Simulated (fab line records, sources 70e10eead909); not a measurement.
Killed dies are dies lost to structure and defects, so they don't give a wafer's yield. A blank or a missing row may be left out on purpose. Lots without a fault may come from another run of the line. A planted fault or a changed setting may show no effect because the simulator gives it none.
A struck lot beside a sound one | flow nand_harc | 14 steps out of a route of 1302
Sound: wafers L869.1, L869.2, L869.3. Struck: wafers L873.1, L873.4. The cause comes at the end.
At each step with rows: each side's tool, then ch and its chambers, then its first start. Under that, the readings that differ: sound wafers | struck wafers | difference of the means | sigmas: that difference in standard deviations of wafers without a fault.
alike: readings whose means differ by less than 2 such deviations, and words and numbers that are the same on both sides. not compared: withheld readings, readings that some wafer has no value for, bounds like >300 that may hide the same value, and numbers for which the record gives no deviation and whose values overlap.
The two part at a step that has a row with sigmas, a row that says differs or no value, or rows on one side only. Numbers that don't overlap but have no deviation are shown without sigmas and don't part them. A reading that every wafer of one side lacks parts them only if that side has two wafers or more.

first, 2 steps without rows for these wafers: NHARC_A_SOURCE_PLATE_SRD_01; NHARC_A_SOURCE_PLATE_OXIDE_02 (material SiO2, target thk 10 nm, ox time 1362 s).
NHARC_A_SOURCE_PLATE_THK_MEAS_09: measures by ellipsometry.
  sound on film_metro-01, day 9 11:43; struck on film_metro-01, day 11 03:37
  alike: thk_nm
then, 3 steps without rows for these wafers: NHARC_A_SOURCE_PLATE_PVD_04 (deposits WSi2, target thk 50 nm); NHARC_A_SOURCE_PLATE_CVD_03 (deposits poly-Si, target thk 200 nm, time 4000 s); NHARC_A_SOURCE_PLATE_ANNEAL_05 (time 1800 s).
NHARC_A_SOURCE_PLATE_THK_MEAS_06: measures by ellipsometry.
  sound on film_metro-01, day 10 00:14; struck on film_metro-01, day 11 18:31
  reading     | sound             | struck      | difference | sigmas
  thk_nm (nm) | 199.8 196.2 197.4 | 202.8 201.4 | +4.3       | +2
NHARC_A_SOURCE_PLATE_INSPECT_08:
  sound on defect_inspect-02, day 10 00:17; struck on defect_inspect-01, day 11 18:35
  alike: raw_defect_count
then, 1 step without rows for these wafers: NHARC_A_ONON_D1_DEP_00 (target thk 1000 nm).
NHARC_A_ONON_D1_THK_MEAS_02: measures by ellipsometry.
  sound on film_metro-01, day 10 00:52; struck on film_metro-02, day 11 19:10
  alike: thk_nm
NHARC_A_ONON_D1_DEP_03: target thk 1000 nm.
  sound on pecvd_onon-04 ch 0, day 10 00:55; struck on pecvd_onon-02 ch 0, day 11 19:13
NHARC_A_ONON_D1_THK_MEAS_05: measures by ellipsometry.
  sound on film_metro-02, day 10 01:26; struck on film_metro-02, day 11 19:44
  reading     | sound          | struck    | difference | sigmas
  thk_nm (nm) | 1002 1006 1002 | 1499 1500 | +496       | +41
then, 1 step without rows for these wafers: NHARC_A_ONON_D1_DEP_06 (target thk 1000 nm).
-- the record jumps here: 17 days lie between the struck wafers' starts before and after (it left off in module A_ONON_D1 and takes up again in module END, whose first step shown is number 1302 of the route) --
NHARC_END_SORT_01:
  the record has rows for the struck wafers here (prober-02 ch 0, day 28 14:28) and none for the sound ones

WHERE THEY PART
First at NHARC_A_SOURCE_PLATE_THK_MEAS_06; last, within this record, at NHARC_END_SORT_01.

WHY: what the simulator had put in
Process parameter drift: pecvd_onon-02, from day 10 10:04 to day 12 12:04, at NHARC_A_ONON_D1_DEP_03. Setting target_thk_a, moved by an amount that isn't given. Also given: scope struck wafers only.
